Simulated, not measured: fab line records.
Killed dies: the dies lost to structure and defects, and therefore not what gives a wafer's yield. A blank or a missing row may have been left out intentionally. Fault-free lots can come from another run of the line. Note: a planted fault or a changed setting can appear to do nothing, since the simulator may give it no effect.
fab line records	flow n5Finfet	part 2 of 2: steps 6 to 6 of 6
record lots=9	wafers=27	lastDay=19
route steps=1938 shown SDB@375 HKMG_FIN@398 BEOL_M4@1111 PASSIVATION@1936
lots untouched by any fault: they come from a run of this same line in which no faults occurred
startH: start of the lot's first displayed wafer, in hours after the record's first day	waitH: how many hours have passed since the lot's step before this one	" as in the row above	L1.1+2: a single row standing in for several wafers	- no value present, or no start provided	* or withheld: withheld	< > ~ a bound
route shown NAME@n: NAME is a module with steps in the file, n the number in the route of the first one	usual: mean/standard deviation taken from wafers without a fault	same: alike in all rows	chamber/n: place in a boat	sites: the reading at each site	_std_site: how widely they spread, as a standard deviation	_edge_site: the outer-site mean with the inner-site mean subtracted	radiusMm: how far each site lies from the wafer's centre	mask NAME#n: copy n	behind: the tool/chamber that last shaped the wafer	hold: the reason the lot was held/the length of the hold in hours/how it ended	device: the n, p or np transistor that did not switch	end of line: tests run on the same wafers once the route is complete	for a step that has no rows: nothing shown but its recipe	killed: dies lost to structure and defects at the first sort, not the wafer's yield	map: a wafer's dies, x killed, . not, _ none there
set.NAME: the setting as run; set.NAME@STEP: as run at that earlier step	model.NAME: the simulator's own value behind a step, which no gauge read
the route's steps for a sample of lots (tables are steps, rows are wafers)
services: a tool's chamber out of use, with start hour (startH, from the record's first day; less than 0 if before it), hours out, and reason
## steps
# step N5_PASSIVATION_PROBE_49
# usual defectLimitedYield=90.9/1.3	killed_at_M0_to_M3=35/10	killed_at_M4_up=15/5.7	killedAtContacts=14/6.4	killedAtFrontEnd=40/11	killedAtOther=4/3.1	killedDies=108/16	killedOnRim=14/3.6	killedOpen=71/11	killedShort=34/7.7	sort_bin_5_function=5.4/0.9	sort_bin_6_memory=3.4/0.61	sort_bin_8_speed=0/0	sortNPass=1072/16	sortYieldPct=90.9/1.3
# same grossDies=1180	killedAtBackSide=0	sort_bin_4_leakage[%]=0
lot.wafer	tool	chamber	startH	waitH	defectLimitedYield[%]	killed_at_M0_to_M3	killed_at_M4_up	killedAtContacts	killedAtFrontEnd	killedAtOther	killedDies	killedOnRim	killedOpen	killedShort	sort_bin_5_function[%]	sort_bin_6_memory[%]	sort_bin_8_speed[%]	sortNPass	sortYieldPct[%]
L906.2	prober-01	-	264.80	0.1	92.1	34	8	22	26	3	93	11	66	27	5.1	2.7	0	1087	92.1
L906.3	prober-01	-	264.85	0.1	94.7	14	13	15	19	1	62	8	43	19	3.1	2.0	0	1118	94.7
L906.5	prober-01	-	264.95	0.2	90.3	25	14	28	44	4	115	20	66	48	5.8	3.6	0	1065	90.3
L907.3	prober-01	-	285.59	0.1	93.1	26	22	8	23	2	81	11	62	18	4.3	2.3	0	1099	93.1
L907.5	prober-01	-	285.69	0.2	91.0	30	18	15	35	8	106	16	64	42	5.4	3.3	0	1074	91.0
L907.6	prober-01	-	285.74	0.3	92.5	28	25	14	22	0	89	14	64	24	4.2	3.1	0	1091	92.5
L915.1	prober-02	-	337.86	0.0	58.9	63	8	2	410	2	485	120	66	39	38.2	2.5	58.90	0	0
L915.3	prober-02	-	337.96	0.1	59.1	29	13	10	430	1	483	116	76	34	36.4	3.8	59.07	0	0
L915.6	prober-02	-	338.11	0.3	56.8	51	15	8	434	2	510	14	77	35	39.4	3.3	56.78	0	0
L916.1	prober-02	-	354.88	0.0	58.6	35	3	16	427	8	489	18	76	30	37.8	3.5	58.56	0	0
L916.3	prober-02	-	354.98	0.1	59.8	31	12	11	419	1	474	110	81	35	35.8	4.1	59.83	0	0
L916.4	prober-02	-	355.03	0.2	58.5	44	9	4	431	2	490	71	71	38	38.1	3.0	58.47	0	0
L918.1	prober-01	-	364.77	0.0	59.1	14	15	15	439	0	483	69	58	23	37.5	2.9	59.07	0	0
L918.2	prober-01	-	364.82	0.1	58.1	30	27	13	418	6	494	18	74	32	37.9	3.6	58.14	0	0
L918.6	prober-01	-	365.02	0.3	56.9	34	31	14	422	7	508	119	85	37	38.6	4.0	56.95	0	0
L917.3	prober-02	-	370.63	0.1	93.1	25	11	10	28	7	81	13	48	33	4.1	2.0	0	1099	93.1
L917.4	prober-02	-	370.68	0.2	91.9	29	25	5	34	3	96	9	65	30	4.6	3.1	0	1084	91.9
L917.6	prober-02	-	370.78	0.3	89.1	24	22	21	39	23	129	18	85	41	6.6	3.9	0	1051	89.1
L926.1	prober-02	-	394.23	0.0	93.6	16	9	11	35	5	76	8	51	25	4.2	2.0	0	1104	93.6
L926.3	prober-02	-	394.33	0.1	90.1	24	19	19	46	9	117	15	67	46	5.5	3.8	0	1063	90.1
L926.4	prober-02	-	394.38	0.2	88.5	29	6	22	74	5	136	13	93	40	7.0	3.7	0	1044	88.5
L925.1	prober-01	-	400.08	0.0	87.6	40	18	27	51	10	146	17	83	57	7.5	4.1	0	1034	87.6
L925.3	prober-01	-	400.18	0.1	89.9	33	18	16	45	7	119	16	79	39	6.4	3.2	0	1061	89.9
L925.6	prober-01	-	400.33	0.3	90.5	35	18	11	48	0	112	15	68	41	5.0	3.9	0	1068	90.5
L929.2	prober-01	-	447.36	0.1	90.4	39	24	16	33	1	113	13	82	29	5.9	3.3	0	1067	90.4
L929.5	prober-01	-	447.51	0.2	93.0	23	8	15	36	1	83	9	57	26	3.9	2.6	0	1097	93.0
L929.6	prober-01	-	447.56	0.3	90.3	46	12	16	40	0	114	16	72	41	5.0	4.3	0	1066	90.3
# killed by level:class
L906.2 MOL_CONTACT_COAG:geometricParticle:open=17 BEOL_M1:geometricParticle:open=11 BEOL_M0_SAQP:geometricParticle:short=9 BEOL_M0_SAQP:geometricParticle:open=7 STI_FIN_REVEAL:geometricParticle:open=5 MOL_CONTACT_COAG:geometricParticle:short=5 BEOL_M2:geometricParticle:open=5 FIN_SAQP:geometricParticle:open=4
L906.3 MOL_CONTACT_COAG:geometricParticle:open=12 BEOL_M5:geometricParticle:open=5 STI_FIN_REVEAL:geometricParticle:open=4 GATE_CUT:geometricParticle:short=4 BEOL_M1:geometricParticle:open=4 STARTING-WAFER:geometricParticle:open=3 MOL_CONTACT_COAG:geometricParticle:short=3 BEOL_M0_SAQP:geometricParticle:open=3
L906.5 MOL_CONTACT_COAG:geometricParticle:open=19 BEOL_M0_SAQP:geometricParticle:short=12 MOL_CONTACT_COAG:geometricParticle:short=9 FIN_SAQP:geometricParticle:open=8 STI_FIN_REVEAL:geometricParticle:open=7 GATE_CUT:geometricParticle:short=7 FIN_SAQP:geometricParticle:short=5 GATE_CUT:geometricParticle:open=5
L907.3 BEOL_M4:geometricParticle:open=12 BEOL_M2:geometricParticle:short=8 FIN_SAQP:geometricParticle:open=7 MOL_CONTACT_COAG:geometricParticle:open=6 STARTING-WAFER:geometricParticle:open=5 BEOL_M0:geometricParticle:open=4 BEOL_M2:geometricParticle:open=4 BEOL_M3:geometricParticle:open=4
L907.5 MOL_CONTACT_COAG:geometricParticle:open=13 FIN_SAQP:geometricParticle:short=10 FIN_SAQP:geometricParticle:open=9 BEOL_M4:geometricParticle:open=8 STI_FIN_REVEAL:geometricParticle:open=5 BEOL_M1:geometricParticle:open=5 BEOL_M1:geometricParticle:short=5 BEOL_M2:geometricParticle:open=5
L907.6 BEOL_M4:geometricParticle:open=10 STI_FIN_REVEAL:geometricParticle:open=9 MOL_CONTACT_COAG:geometricParticle:open=9 BEOL_M1:geometricParticle:open=9 BEOL_M2:geometricParticle:open=7 MOL_CONTACT_COAG:geometricParticle:short=5 BEOL_M4:geometricParticle:short=5 STI_FIN_REVEAL:geometricParticle:short=4
L915.1 HKMG_FIN:areaAld=380 BEOL_M3:geometricParticle:open=19 BEOL_M0_SAQP:geometricParticle:open=14 BEOL_M0_SAQP:geometricParticle:short=9 FIN_SAQP:geometricParticle:short=8 STI_FIN_REVEAL:geometricParticle:open=6 BEOL_M1:geometricParticle:open=5 BEOL_M0:geometricParticle:short=4
L915.3 HKMG_FIN:areaAld=370 STI_FIN_REVEAL:geometricParticle:open=15 FIN_SAQP:geometricParticle:open=11 FIN_SAQP:geometricParticle:short=10 BEOL_M1:geometricParticle:open=10 GATE_CUT:geometricParticle:short=9 MOL_CONTACT_COAG:geometricParticle:open=9 BEOL_M3:geometricParticle:open=7
L915.6 HKMG_FIN:areaAld=398 STI_FIN_REVEAL:geometricParticle:open=11 BEOL_M0_SAQP:geometricParticle:open=10 FIN_SAQP:geometricParticle:short=9 BEOL_M1:geometricParticle:open=9 FIN_SAQP:geometricParticle:open=8 BEOL_M4:geometricParticle:open=8 BEOL_M2:geometricParticle:open=7
L916.1 HKMG_FIN:areaAld=383 MOL_CONTACT_COAG:geometricParticle:open=16 FIN_SAQP:geometricParticle:short=11 STI_FIN_REVEAL:geometricParticle:open=11 BEOL_M3:geometricParticle:open=9 BEOL_M0_SAQP:geometricParticle:short=6 BEOL_M0_SAQP:geometricParticle:open=6 FIN_SAQP:geometricParticle:open=5
L916.3 HKMG_FIN:areaAld=357 FIN_SAQP:geometricParticle:open=20 FIN_SAQP:geometricParticle:short=14 BEOL_M4:geometricParticle:open=9 BEOL_M2:geometricParticle:open=9 MOL_CONTACT_COAG:geometricParticle:open=8 BEOL_M3:geometricParticle:open=6 GATE_CUT:geometricParticle:open=5
L916.4 HKMG_FIN:areaAld=379 FIN_SAQP:geometricParticle:open=15 STI_FIN_REVEAL:geometricParticle:open=10 BEOL_M0_SAQP:geometricParticle:short=10 BEOL_M2:geometricParticle:open=10 FIN_SAQP:geometricParticle:short=7 BEOL_M1:geometricParticle:open=7 BEOL_M3:geometricParticle:open=7
L918.1 HKMG_FIN:areaAld=401 MOL_CONTACT_COAG:geometricParticle:open=10 FIN_SAQP:geometricParticle:open=8 STI_FIN_REVEAL:geometricParticle:open=7 STARTING-WAFER:geometricParticle:short=6 BEOL_M2:geometricParticle:open=5 MOL_CONTACT_COAG:geometricParticle:short=5 BEOL_M4:geometricParticle:open=5
L918.2 HKMG_FIN:areaAld=388 BEOL_M4:geometricParticle:open=18 MOL_CONTACT_COAG:geometricParticle:open=9 BEOL_M3:geometricParticle:open=9 BEOL_M2:geometricParticle:open=8 FIN_SAQP:geometricParticle:open=7 FIN_SAQP:geometricParticle:short=6 ILD0:geometricParticle:short=4
L918.6 HKMG_FIN:areaAld=386 BEOL_M4:geometricParticle:open=20 FIN_SAQP:geometricParticle:open=15 MOL_CONTACT_COAG:geometricParticle:open=10 BEOL_M0_SAQP:geometricParticle:short=8 BEOL_M0_SAQP:geometricParticle:open=7 BEOL_M2:geometricParticle:open=7 BEOL_M3:geometricParticle:open=6
L917.3 MOL_CONTACT_COAG:geometricParticle:open=9 BEOL_M0_SAQP:geometricParticle:short=7 BEOL_M3:geometricParticle:open=6 FIN_SAQP:geometricParticle:open=5 BEOL_M1:geometricParticle:short=4 BEOL_M4:geometricParticle:open=4 FIN_SAQP:geometricParticle:short=3 STI_FIN_REVEAL:geometricParticle:open=3
L917.4 BEOL_M4:geometricParticle:open=8 FIN_SAQP:geometricParticle:open=7 BEOL_M3:geometricParticle:open=7 BEOL_M1:geometricParticle:open=6 BEOL_M4:geometricParticle:short=6 BEOL_M0_SAQP:geometricParticle:open=5 BEOL_M2:geometricParticle:open=5 FIN_SAQP:geometricParticle:short=4
L917.6 MOL_CONTACT_COAG:geometricParticle:open=16 PASS1_CAP:geometricParticle:open=13 BEOL_M4:geometricParticle:open=11 FIN_SAQP:geometricParticle:open=9 PASS1_CAP:geometricParticle:short=8 BEOL_M0_SAQP:geometricParticle:short=7 STI_FIN_REVEAL:geometricParticle:open=6 STARTING-WAFER:geometricParticle:short=5
L926.1 STI_FIN_REVEAL:geometricParticle:open=9 MOL_CONTACT_COAG:geometricParticle:open=8 FIN_SAQP:geometricParticle:open=5 FIN_SAQP:geometricParticle:short=5 BEOL_M0:geometricParticle:open=5 DUMMY_GATE:geometricParticle:open=3 MOL_CONTACT_COAG:geometricParticle:short=3 BEOL_M1:geometricParticle:open=3
L926.3 MOL_CONTACT_COAG:geometricParticle:open=15 FIN_SAQP:geometricParticle:short=14 STI_FIN_REVEAL:geometricParticle:open=6 BEOL_M5:geometricParticle:open=6 BEOL_M6:geometricParticle:open=5 DUMMY_GATE:geometricParticle:open=4 GATE_CUT:geometricParticle:short=4 BEOL_M2:geometricParticle:short=4
L926.4 MOL_CONTACT_COAG:geometricParticle:open=20 FIN_SAQP:geometricParticle:open=16 FIN_SAQP:geometricParticle:short=14 DUMMY_GATE:geometricParticle:open=12 BEOL_M3:geometricParticle:open=8 STI_FIN_REVEAL:geometricParticle:open=7 GATE_CUT:geometricParticle:open=6 BEOL_M0_SAQP:geometricParticle:short=4
L925.1 MOL_CONTACT_COAG:geometricParticle:open=18 BEOL_M0_SAQP:geometricParticle:open=11 BEOL_M1:geometricParticle:open=10 MOL_CONTACT_COAG:geometricParticle:short=9 BEOL_M0_SAQP:geometricParticle:short=8 BEOL_M4:geometricParticle:open=8 STI_FIN_REVEAL:geometricParticle:short=7 STI_FIN_REVEAL:geometricParticle:open=7
L925.3 MOL_CONTACT_COAG:geometricParticle:open=14 BEOL_M2:geometricParticle:open=12 FIN_SAQP:geometricParticle:short=12 STI_FIN_REVEAL:geometricParticle:open=10 BEOL_M3:geometricParticle:open=7 FIN_SAQP:geometricParticle:open=6 BEOL_M4:geometricParticle:open=6 BEOL_M0_SAQP:geometricParticle:open=4
L925.6 FIN_SAQP:geometricParticle:short=11 BEOL_M1:geometricParticle:open=8 MOL_CONTACT_COAG:geometricParticle:open=8 STI_FIN_REVEAL:geometricParticle:open=8 GATE_CUT:geometricParticle:short=8 BEOL_M4:geometricParticle:open=7 BEOL_M0_SAQP:geometricParticle:open=5 BEOL_M0_SAQP:geometricParticle:short=5
L929.2 BEOL_M0_SAQP:geometricParticle:open=14 MOL_CONTACT_COAG:geometricParticle:open=13 BEOL_M4:geometricParticle:open=13 DUMMY_GATE:geometricParticle:open=9 BEOL_M3:geometricParticle:open=6 BEOL_M0:geometricParticle:open=6 FIN_SAQP:geometricParticle:open=5 BEOL_M0_SAQP:geometricParticle:short=4
L929.5 FIN_SAQP:geometricParticle:open=12 MOL_CONTACT_COAG:geometricParticle:open=11 BEOL_M0_SAQP:geometricParticle:open=8 BEOL_M3:geometricParticle:open=8 FIN_SAQP:geometricParticle:short=5 MOL_CONTACT_COAG:geometricParticle:short=4 BEOL_M4:geometricParticle:open=4 STARTING-WAFER:geometricParticle:open=4
L929.6 BEOL_M0_SAQP:geometricParticle:short=18 FIN_SAQP:geometricParticle:open=16 BEOL_M0_SAQP:geometricParticle:open=13 MOL_CONTACT_COAG:geometricParticle:open=12 FIN_SAQP:geometricParticle:short=7 BEOL_M0:geometricParticle:open=7 DUMMY_GATE:geometricParticle:open=4 BEOL_M3:geometricParticle:open=4
## services
tool	chamber	startH	hours	kind
aldMetal-04	3	57.79	21.1	repair
plasmaAsher-02	-	59.06	3.3	repair
aldMetal-02	-	113.13	2.8	pm
aldMetal-04	3	119.15	3.5	repair
plasmaAsher-02	-	120.39	0.9	repair
aldMetal-01	3	130.16	13.0	repair
aldMetal-02	-	144.38	0.7	repair
aldMetal-02	2	156.52	9.5	repair
aldMetal-01	-	168.85	0.6	repair
aldMetal-01	2	178.30	7.8	repair
aldMetal-04	2	180.31	24.7	repair
## key
firstSign step=N5_HKMG_FIN_ALD_79	reading=toolRecord	direction=missing
effect step=N5_BEOL_M4_RC_MEAS_101	reading=VT_P_LVT	direction=down	sigmas=57	usual=-99.6	struck=-207.4
effect step=N5_BEOL_M4_RC_MEAS_101	reading=VT_P	direction=down	sigmas=40	usual=-251.3	struck=-357.7
effect step=N5_BEOL_M4_RC_MEAS_101	reading=VT_P_LONG	direction=down	sigmas=36	usual=-276.1	struck=-379.8
effect step=N5_BEOL_M4_RC_MEAS_101	reading=IGATE_P	direction=up	sigmas=33	usual=0.0038	struck=0.0186
effect step=N5_BEOL_M4_RC_MEAS_101	reading=IGATE_N	direction=up	sigmas=32	usual=0.0129	struck=0.0594
effect step=N5_BEOL_M4_RC_MEAS_101	reading=ION_P	direction=down	sigmas=28	usual=462	struck=298
effect step=N5_BEOL_M4_RC_MEAS_101	reading=VT_N_LONG	direction=up	sigmas=21	usual=275.2	struck=313.9
effect step=N5_BEOL_M4_RC_MEAS_101	reading=VT_N	direction=up	sigmas=15	usual=250.0	struck=290.4
effect step=N5_BEOL_M4_RC_MEAS_101	reading=VT_N_LVT	direction=up	sigmas=15	usual=98.5	struck=140.4
effect step=N5_BEOL_M4_RC_MEAS_101	reading=ION_N	direction=down	sigmas=10	usual=675	struck=584
effect step=N5_BEOL_M4_RC_MEAS_101	reading=IOFF_P_LIN	direction=down	sigmas=10	usual=0.096	struck=0.003
effect step=N5_BEOL_M4_RC_MEAS_101	reading=IOFF_N_LONG	direction=down	sigmas=9.4	usual=5.47e-05	struck=3.07e-05
effect step=N5_PASSIVATION_PROBE_49	reading=sort_bin_8_speed	direction=up	sigmas=99+	usual=0	struck=58.42
moreKillsBornAt N5_HKMG_FIN_ALD_79@aldMetal-01=2294	N5_HKMG_FIN_ALD_79@aldMetal-04=1148
metAt N5_HKMG_FIN_ALD_79
struckLots L915,L916,L918
notActingAt N5_SDB_THK_MEAS_31,N5_HKMG_FIN_CD_MEAS_49,N5_HKMG_FIN_STRIP_60
onsetBetween 74.06 127.95
fault kind=skippedStepWhole	tool=aldMetal-01,aldMetal-04	chamber=-	onsetH=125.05	steps=N5_HKMG_FIN_ALD_79	scope=struckLotsOnly
